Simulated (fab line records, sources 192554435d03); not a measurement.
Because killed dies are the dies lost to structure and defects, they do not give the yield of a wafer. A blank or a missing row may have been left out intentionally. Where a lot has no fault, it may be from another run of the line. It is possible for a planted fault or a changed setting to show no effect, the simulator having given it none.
Chamber matching || flow n5Finfet || rieDiel-02 running N5_BEOL_M0_SAQP_DESCUM_45: 4 sister chambers
The step chemistry O2, time 7 s. 18 wafers are shown with their chamber, then 9 later ones without.

== WAFERS PAIRED WITH THEIR CHAMBERS ==
{"wafer": "L074.3", "chamber": 1, "showerheadPlenumPTorr (Torr)": 2.03, "oesProductAu (a.u.)": 0.80, "drypumpMotorCurrentA (A)": 5.4}
{"wafer": "L074.4", "chamber": 0, "showerheadPlenumPTorr (Torr)": 2.09, "oesProductAu (a.u.)": 0.68, "drypumpMotorCurrentA (A)": 5.8}
{"wafer": "L074.6", "chamber": 3, "showerheadPlenumPTorr (Torr)": 2.20, "oesProductAu (a.u.)": 0.76, "drypumpMotorCurrentA (A)": 5.9}
{"wafer": "L077.3", "chamber": 1, "showerheadPlenumPTorr (Torr)": 2.03, "oesProductAu (a.u.)": 0.80, "drypumpMotorCurrentA (A)": 5.4}
{"wafer": "L077.5", "chamber": 3, "showerheadPlenumPTorr (Torr)": 2.20, "oesProductAu (a.u.)": 0.75, "drypumpMotorCurrentA (A)": 5.9}
{"wafer": "L077.6", "chamber": 0, "showerheadPlenumPTorr (Torr)": 2.08, "oesProductAu (a.u.)": 0.68, "drypumpMotorCurrentA (A)": 5.8}
{"wafer": "L078.2", "chamber": 1, "showerheadPlenumPTorr (Torr)": 2.03, "oesProductAu (a.u.)": 0.80, "drypumpMotorCurrentA (A)": 5.4}
{"wafer": "L078.4", "chamber": 0, "showerheadPlenumPTorr (Torr)": 2.08, "oesProductAu (a.u.)": 0.68, "drypumpMotorCurrentA (A)": 5.7}
{"wafer": "L078.6", "chamber": 3, "showerheadPlenumPTorr (Torr)": 2.20, "oesProductAu (a.u.)": 0.77, "drypumpMotorCurrentA (A)": 5.9}
{"wafer": "L081.1", "chamber": 1, "showerheadPlenumPTorr (Torr)": 2.03, "oesProductAu (a.u.)": 0.79, "drypumpMotorCurrentA (A)": 5.4}
{"wafer": "L081.2", "chamber": 2, "showerheadPlenumPTorr (Torr)": 1.93, "oesProductAu (a.u.)": 0.77, "drypumpMotorCurrentA (A)": 5.7}
{"wafer": "L081.5", "chamber": 0, "showerheadPlenumPTorr (Torr)": 2.08, "oesProductAu (a.u.)": 0.68, "drypumpMotorCurrentA (A)": 5.8}
{"wafer": "L082.2", "chamber": 0, "showerheadPlenumPTorr (Torr)": 2.08, "oesProductAu (a.u.)": 0.67, "drypumpMotorCurrentA (A)": 5.8}
{"wafer": "L082.5", "chamber": 1, "showerheadPlenumPTorr (Torr)": 2.03, "oesProductAu (a.u.)": 0.79, "drypumpMotorCurrentA (A)": 5.4}
{"wafer": "L082.6", "chamber": 0, "showerheadPlenumPTorr (Torr)": 2.08, "oesProductAu (a.u.)": 0.68, "drypumpMotorCurrentA (A)": 5.8}
{"wafer": "L086.3", "chamber": 0, "showerheadPlenumPTorr (Torr)": 2.08, "oesProductAu (a.u.)": 0.67, "drypumpMotorCurrentA (A)": 5.7}
{"wafer": "L086.4", "chamber": 3, "showerheadPlenumPTorr (Torr)": 2.20, "oesProductAu (a.u.)": 0.76, "drypumpMotorCurrentA (A)": 5.8}
{"wafer": "L086.5", "chamber": 1, "showerheadPlenumPTorr (Torr)": 2.03, "oesProductAu (a.u.)": 0.79, "drypumpMotorCurrentA (A)": 5.4}

SIGNATURES (averages over the wafers above)
{"reading": "showerheadPlenumPTorr", "chamber 0": 2.0814, "chamber 1": 2.0300, "chamber 2": 1.9300, "chamber 3": 2.2000, "scatter within a chamber": 0.00247}
{"reading": "oesProductAu", "chamber 0": 0.6771, "chamber 1": 0.7950, "chamber 2": 0.7700, "chamber 3": 0.7600, "scatter within a chamber": 0.00593}
{"reading": "drypumpMotorCurrentA", "chamber 0": 5.771, "chamber 1": 5.400, "chamber 2": 5.700, "chamber 3": 5.875, "scatter within a chamber": 0.0394}
Rule: distance of a wafer from a chamber = root of the sum over the readings of ((wafer's reading minus chamber's mean) / reading's scatter) squared. The wafer belongs to the nearest chamber; if the next one is less than 2 further off, it can't be placed. The scatter: the root of (the sum of the squares of (reading less its chamber's mean) over the shown wafers, divided by (wafers less chambers)).

== WAFERS WHOSE CHAMBER IS MISSING ==
{"wafer": "L089.2", "showerheadPlenumPTorr (Torr)": 2.08, "oesProductAu (a.u.)": 0.67, "drypumpMotorCurrentA (A)": 5.8}
{"wafer": "L089.4", "showerheadPlenumPTorr (Torr)": 2.02, "oesProductAu (a.u.)": 0.79, "drypumpMotorCurrentA (A)": 5.4}
{"wafer": "L089.6", "showerheadPlenumPTorr (Torr)": 2.08, "oesProductAu (a.u.)": 0.67, "drypumpMotorCurrentA (A)": 5.7}
{"wafer": "L093.1", "showerheadPlenumPTorr (Torr)": 2.08, "oesProductAu (a.u.)": 0.66, "drypumpMotorCurrentA (A)": 5.8}
{"wafer": "L093.5", "showerheadPlenumPTorr (Torr)": 2.20, "oesProductAu (a.u.)": 0.73, "drypumpMotorCurrentA (A)": 5.9}
{"wafer": "L093.6", "showerheadPlenumPTorr (Torr)": 2.08, "oesProductAu (a.u.)": 0.67, "drypumpMotorCurrentA (A)": 5.7}
{"wafer": "L094.2", "showerheadPlenumPTorr (Torr)": 2.02, "oesProductAu (a.u.)": 0.78, "drypumpMotorCurrentA (A)": 5.4}
{"wafer": "L094.3", "showerheadPlenumPTorr (Torr)": 1.93, "oesProductAu (a.u.)": 0.76, "drypumpMotorCurrentA (A)": 5.7}
{"wafer": "L094.4", "showerheadPlenumPTorr (Torr)": 2.02, "oesProductAu (a.u.)": 0.78, "drypumpMotorCurrentA (A)": 5.4}

== WHICH CHAMBER EACH WENT THROUGH ==
{"wafer": "L089.2", "from the rows above": 0, "in truth": 0}
{"wafer": "L089.4", "from the rows above": 1, "in truth": 1}
{"wafer": "L089.6", "from the rows above": 0, "in truth": 0}
{"wafer": "L093.1", "from the rows above": 0, "in truth": 0}
{"wafer": "L093.5", "from the rows above": 3, "in truth": 3}
{"wafer": "L093.6", "from the rows above": 0, "in truth": 0}
{"wafer": "L094.2", "from the rows above": 1, "in truth": 1}
{"wafer": "L094.3", "from the rows above": 2, "in truth": 2}
{"wafer": "L094.4", "from the rows above": 1, "in truth": 1}
Placed correctly: 9 of 9. Number that these rows cannot place: 0. 0 placed wrongly.
